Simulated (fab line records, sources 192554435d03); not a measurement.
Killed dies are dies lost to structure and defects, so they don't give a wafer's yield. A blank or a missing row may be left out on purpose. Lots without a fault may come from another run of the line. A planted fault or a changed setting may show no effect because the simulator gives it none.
Split-lot experiment | flow n5_finfet | 7 lots, 39 wafers read, on a route of 1938 steps

THE SPLIT
At N5_FIN_SAQP_HM_DEP_03 (deposits SiNx from SiH4/NH3/N2, target thk 38 nm, time 33.6 s), the setting target_thk_a was moved away from the recipe's 380 angstrom on 15 of the 39 wafers read, by -46.8% to +54.3%. The other wafers ran this setting at the recipe's value.

FROM THE SPLIT TO THE READING: what the file shows between them, 4 steps
- N5_FIN_SAQP_THK_MEAS_05
- N5_FIN_SAQP_PECVD_47: deposits a-Si from SiH4/He, target thk 45 nm, time 36.3 s
- N5_FIN_SAQP_PECVD_48: deposits SiNx from SiH4/NH3/N2, target thk 25 nm, time 22.1 s
- N5_FIN_SAQP_MANDREL2_REMOVE_60: chemistry HBr/Cl2/O2, target a-Si, stops on SiNx, bt time 10 s

THE READING
etch.depth_nm (the simulator's own value, which no gauge read), in nm, at N5_FIN_SAQP_HM_OPEN_33 (chemistry CH3F/O2, target SiNx, target depth 49.4 nm, time 70.6 s). The file gives no usual value for it. The 24 wafers here that ran the recipe average 37.30 nm, standard deviation 0.45 nm.

wafer  | tool, chamber at the split | target_thk_a as run, angstrom | against the recipe | etch.depth_nm, nm | against lot-mates on the recipe
L079.1 | pecvd-04, 1                | 380                           | recipe             | 37.63             | -
L079.5 | pecvd-04, 0                | 380                           | recipe             | 36.87             | -
L079.6 | pecvd-04, 1                | 380                           | recipe             | 37.55             | -
L081.1 | pecvd-03, 0                | 380                           | recipe             | 37.36             | -
L081.2 | pecvd-03, 1                | 380                           | recipe             | 37.21             | -
L081.3 | pecvd-03, 2                | 380                           | recipe             | 37.04             | -
L081.4 | pecvd-03, 2                | 380                           | recipe             | 38.03             | -
L081.5 | pecvd-03, 1                | 380                           | recipe             | 38.1              | -
L081.6 | pecvd-03, 0                | 380                           | recipe             | 38.23             | -
L082.1 | pecvd-03, 2                | 380                           | recipe             | 37.13             | -
L082.2 | pecvd-03, 0                | 202.1                         | -46.8%             | 19.54             | -17.62
L082.3 | pecvd-03, 1                | 202.1                         | -46.8%             | 19.48             | -17.68
L082.4 | pecvd-03, 0                | 380                           | recipe             | 37.48             | -
L082.5 | pecvd-03, 1                | 202.1                         | -46.8%             | 19.23             | -17.93
L082.6 | pecvd-03, 2                | 380                           | recipe             | 36.88             | -
L084.1 | pecvd-03, 1                | 510.6                         | +34.4%             | 50.37             | +13.22
L084.2 | pecvd-03, 0                | 510.6                         | +34.4%             | 50.17             | +13.02
L084.3 | pecvd-03, 2                | 380                           | recipe             | 36.55             | -
L084.4 | pecvd-03, 0                | 510.6                         | +34.4%             | 50.86             | +13.71
L084.5 | pecvd-03, 2                | 380                           | recipe             | 37.32             | -
L084.6 | pecvd-03, 1                | 380                           | recipe             | 37.58             | -
L087.1 | pecvd-03, 0                | 380                           | recipe             | 36.75             | -
L087.2 | pecvd-03, 1                | 208.1                         | -45.2%             | 19.7              | -17.16
L087.3 | pecvd-03, 2                | 380                           | recipe             | 36.65             | -
L087.4 | pecvd-03, 1                | 380                           | recipe             | 37.19             | -
L087.5 | pecvd-03, 0                | 208.1                         | -45.2%             | 20.25             | -16.61
L087.6 | pecvd-03, 2                | 208.1                         | -45.2%             | 19.34             | -17.52
L091.1 | pecvd-01, 2                | 306.5                         | -19.3%             | 29.67             | -7.77
L091.2 | pecvd-01, 1                | 306.5                         | -19.3%             | 30.04             | -7.40
L091.3 | pecvd-01, 0                | 380                           | recipe             | 37.4              | -
L091.4 | pecvd-01, 1                | 306.5                         | -19.3%             | 30.67             | -6.77
L091.5 | pecvd-01, 0                | 380                           | recipe             | 37.09             | -
L091.6 | pecvd-01, 2                | 380                           | recipe             | 37.82             | -
L096.1 | pecvd-04, 0                | 586.2                         | +54.3%             | 56.55             | +19.41
L096.2 | pecvd-04, 1                | 380                           | recipe             | 37.33             | -
L096.3 | pecvd-04, 2                | 380                           | recipe             | 36.68             | -
L096.4 | pecvd-04, 1                | 586.2                         | +54.3%             | 58.25             | +21.11
L096.5 | pecvd-04, 2                | 380                           | recipe             | 37.4              | -
L096.6 | pecvd-04, 0                | 586.2                         | +54.3%             | 57.42             | +20.28

THE FIT
A straight line over all 39 wafers: etch.depth_nm changes by +0.379 nm for each +1% of target_thk_a; r = +1.00; the points scatter about the line by 0.48 nm.
The same after taking each lot's own level away (the mean of its wafers on the recipe; 39 wafers): +0.378 nm for each +1%; r = +1.00; scatter 0.41 nm.
On that fit, the largest move of target_thk_a shifts the reading by 21 nm.
The lots' own levels span 36.863 to 37.662 nm, that is 1.8 times the standard deviation above.
So the lot-to-lot level changes the slope little: the two slopes agree.
Check: with one of the wafers moved furthest among these (+54.3%) left out of the fit, the line predicts +20.7 nm for it against its lot-mates. It came out at +19.4 nm against them.

OTHER SPLITS ON THESE WAFERS
These wafers also went through other splits before the reading. Each is held against what the fit with the lots' levels taken away leaves over:
other split on the same wafers       | wafers away from the commonest value | r with etch.depth_nm (lot level and that fit taken away)
N5_ZERO_LAYER_ETCH_18 target_depth_a | 15                                   | +0.23

THE WHOLE CHAIN: every reading that the file lists as answering this split, in the file's order
step                    | what it does                                                      | reading                                                                            | change (the file's fit)               | r (the file's)
N5_FIN_SAQP_HM_DEP_03   | deposits SiNx from SiH4/NH3/N2, target thk 38 nm, time 33.6 s     | SiNx_of_FIN_SAQP_HM_DEP_03.thk_nm (the simulator's own value, which no gauge read) | +0.379 nm for each +1% of the setting | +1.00
N5_FIN_SAQP_THK_MEAS_05 |                                                                   | thk_nm                                                                             | withheld for each +1% of the setting  | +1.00
N5_FIN_SAQP_HM_OPEN_33  | chemistry CH3F/O2, target SiNx, target depth 49.4 nm, time 70.6 s | etch_rf_on_time_s                                                                  | withheld for each +1% of the setting  | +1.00
N5_FIN_SAQP_HM_OPEN_33  | chemistry CH3F/O2, target SiNx, target depth 49.4 nm, time 70.6 s | etch.depth_nm (the simulator's own value, which no gauge read)                     | +0.378 nm for each +1% of the setting | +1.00

THE FILE'S OWN FIT
etch.depth_nm changes by +0.378 nm for each +1% of target_thk_a, r = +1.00.
